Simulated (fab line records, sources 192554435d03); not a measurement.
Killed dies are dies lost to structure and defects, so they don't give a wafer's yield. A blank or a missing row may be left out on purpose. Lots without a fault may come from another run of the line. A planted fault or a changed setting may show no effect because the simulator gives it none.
Which tool did it? | flow n5_finfet | 10 lots, 29 wafers sampled, at 5 steps of a route of 1938

WHAT THE GAUGES READ, wafer by wafer
N5_BEOL_M12_INSPECT_55: inspects for defects (darkfield).
lot  | measured     | on                | raw_defect_count
L898 | day 11 17:26 | defect_inspect-01 | 119 76 47
L899 | day 12 03:08 | defect_inspect-01 | 46 57 44
L902 | day 12 10:49 | defect_inspect-01 | 74 72 98
L904 | day 13 09:55 | defect_inspect-02 | 79 71 62
L910 | day 14 12:41 | defect_inspect-01 | 62 50
L914 | day 15 15:02 | defect_inspect-02 | 63 45 42
L915 | day 15 21:50 | defect_inspect-01 | 117 112 99
L916 | day 15 23:16 | defect_inspect-01 | 51 72 68
L917 | day 15 23:32 | defect_inspect-02 | 52 97 112
L918 | day 16 10:57 | defect_inspect-01 | 38 77 50

N5_BEOL_M13_THK_MEAS_01.
lot  | measured     | on            | M13_ILD_THK (nm)
L898 | day 11 17:37 | film_metro-02 | 836 842 854
L899 | day 12 03:20 | film_metro-01 | 839 855 852
L902 | day 12 11:00 | film_metro-02 | 827 828 836
L904 | day 13 10:06 | film_metro-01 | 830 841 836
L910 | day 14 12:53 | film_metro-02 | 517 845
L914 | day 15 15:16 | film_metro-01 | 828 825 827
L915 | day 15 22:01 | film_metro-01 | 825 841 848
L916 | day 15 23:27 | film_metro-01 | 829 824 848
L917 | day 15 23:43 | film_metro-01 | 836 831 842
L918 | day 16 11:12 | film_metro-01 | 817 838 841

WHICH TOOL RAN EACH LOT (tool, then ch and the chambers of the sampled wafers, then the start)
lot  | N5_BEOL_M12_STRIP_37                 | N5_BEOL_M12_PRE_CLEAN_42     | N5_BEOL_M13_ILD_DEP_00
L898 | plasma_asher-01 ch 0,1, day 11 14:49 | pvd_sputter-01, day 11 16:13 | pecvd-01 ch 0,2, day 11 17:28
L899 | plasma_asher-01 ch 0,1, day 11 23:43 | pvd_sputter-03, day 12 01:39 | pecvd-01 ch 0,2, day 12 03:11
L902 | plasma_asher-02 ch 0,1, day 12 07:19 | pvd_sputter-01, day 12 09:36 | pecvd-02 ch 0,1,2, day 12 10:50
L904 | plasma_asher-02 ch 0, day 13 05:58   | pvd_sputter-01, day 13 08:42 | pecvd-02 ch 1,2, day 13 09:56
L910 | plasma_asher-01 ch 0,1, day 14 10:22 | pvd_sputter-02, day 14 11:16 | pecvd-02 ch 2, day 14 12:44
L914 | plasma_asher-01 ch 0,1, day 15 12:23 | pvd_sputter-02, day 15 13:50 | pecvd-01 ch 0,1, day 15 15:07
L915 | plasma_asher-02 ch 0,1, day 15 17:42 | pvd_sputter-01, day 15 20:37 | pecvd-03 ch 0,2, day 15 21:52
L916 | plasma_asher-02 ch 0,1, day 15 18:57 | pvd_sputter-02, day 15 22:03 | pecvd-01 ch 1,2, day 15 23:17
L917 | plasma_asher-02 ch 1, day 15 20:22   | pvd_sputter-01, day 15 22:04 | pecvd-01 ch 0,2, day 15 23:34
L918 | plasma_asher-01 ch 1, day 16 07:47   | pvd_sputter-01, day 16 09:34 | pecvd-03 ch 0, day 16 10:59
- N5_BEOL_M12_STRIP_37: strips in N2/H2.
- N5_BEOL_M12_PRE_CLEAN_42: time 30 s.
- N5_BEOL_M13_ILD_DEP_00: deposits SiOC from DEMS/O2, target thk 837.92 nm, time 166.4 s.

WHAT THE TOOLS THEMSELVES READ (means of the sampled wafers that have a number; where no wafer has one, the mark that the record gives instead)
N5_BEOL_M12_STRIP_37.
lot  | tool            | drypump_motor_current_A (A) | heater_power_w (W) | oes_product_au (a.u.)
L898 | plasma_asher-01 | 5.84                        | 345                | 0.785
L899 | plasma_asher-01 | 5.81                        | 327                | 0.796
L902 | plasma_asher-02 | 5.86                        | 386                | 0.795
L904 | plasma_asher-02 | 5.89                        | 414                | 0.784
L910 | plasma_asher-01 | 5.83                        | 337                | 0.786
L914 | plasma_asher-01 | 5.85                        | 345                | 0.794
L915 | plasma_asher-02 | 5.85                        | 384                | 0.797
L916 | plasma_asher-02 | 5.81                        | 354                | 0.795
L917 | plasma_asher-02 | 5.77                        | 335                | 0.794
L918 | plasma_asher-01 | 5.85                        | 305                | 0.779

N5_BEOL_M12_PRE_CLEAN_42.
lot  | tool           | heater_power_w (W)
L898 | pvd_sputter-01 | 324
L899 | pvd_sputter-03 | 340
L902 | pvd_sputter-01 | 315
L904 | pvd_sputter-01 | 307
L910 | pvd_sputter-02 | 338
L914 | pvd_sputter-02 | 341
L915 | pvd_sputter-01 | 297
L916 | pvd_sputter-02 | 347
L917 | pvd_sputter-01 | 326
L918 | pvd_sputter-01 | 312

N5_BEOL_M13_ILD_DEP_00.
lot  | tool     | heater_power_w (W) | run_length_s (s) | showerhead_plenum_p_Torr (Torr) | throttle_valve_pct (%)
L898 | pecvd-01 | 387                | 211.0            | 5.694                           | 12.0
L899 | pecvd-01 | 348                | 211.5            | 5.707                           | 12.0
L902 | pecvd-02 | 426                | 211.7            | 5.696                           | 11.9
L904 | pecvd-02 | 480                | 211.2            | 5.702                           | 11.9
L910 | pecvd-02 | 442                | 179.0            | 5.707                           | 10.9
L914 | pecvd-01 | 372                | 211.1            | 5.688                           | 11.9
L915 | pecvd-03 | 476                | 211.6            | 5.676                           | 11.4
L916 | pecvd-01 | 341                | 211.1            | 5.697                           | 11.9
L917 | pecvd-01 | 368                | 211.3            | 5.702                           | 11.9
L918 | pecvd-03 | 446                | 211.3            | 5.686                           | 11.7

THE ANSWER, worked out from the rows above alone
Rule: what is usual is taken from the lots themselves. Put in order of their means at a reading, lots are off if they are a third of the lots or fewer, leave a main group of 4 or more, and stand apart from it by a gap of 3 or more times the standard deviation of the main group's means; of several such gaps the widest counts. A main group whose means are all the same, to the digits that the tables above print for the reading, isn't used. A lot without any number at a reading at which 4 lots or more have one is off too. The other lots that the step has rows for count as sound. The gauges are gone through in route order, then the tools' own readings, and for those a lot's mean is taken as printed above. The first step at which some lot is off is used, and at that step the reading that is off furthest; a lot without a number counts as furthest.
Off: L910, at N5_BEOL_M13_THK_MEAS_01 (M13_ILD_THK). The main group: mean 836 nm, standard deviation 6.4.
A tool fits if, at a process step before that reading, it ran every lot that is off, and no sound lot after the first of them. The gauges at N5_BEOL_M13_THK_MEAS_01 aren't tried: what is off there is off at N5_BEOL_M13_ILD_DEP_00 too, on other tools, and a gauge's error can't cause that. One fits: pecvd-02 at N5_BEOL_M13_ILD_DEP_00. Its last sound lot is L904 (day 13 09:56), its first lot that is off L910 (day 14 12:44): a fault that began between those two fits.
The tool's own readings at N5_BEOL_M13_ILD_DEP_00 bear it out: on the lots that are off they differ by more than 5 times the standard deviation of the sound lots' means. run_length_s reads 179.0 s there against 211.3 s on the sound lots; throttle_valve_pct reads 10.9 % there against 11.8 % on the sound lots.

WHAT THE SIMULATOR HAD PUT IN
Process parameter drift: pecvd-02, from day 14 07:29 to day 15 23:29, at N5_BEOL_M13_ILD_DEP_00. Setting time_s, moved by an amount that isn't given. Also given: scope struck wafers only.
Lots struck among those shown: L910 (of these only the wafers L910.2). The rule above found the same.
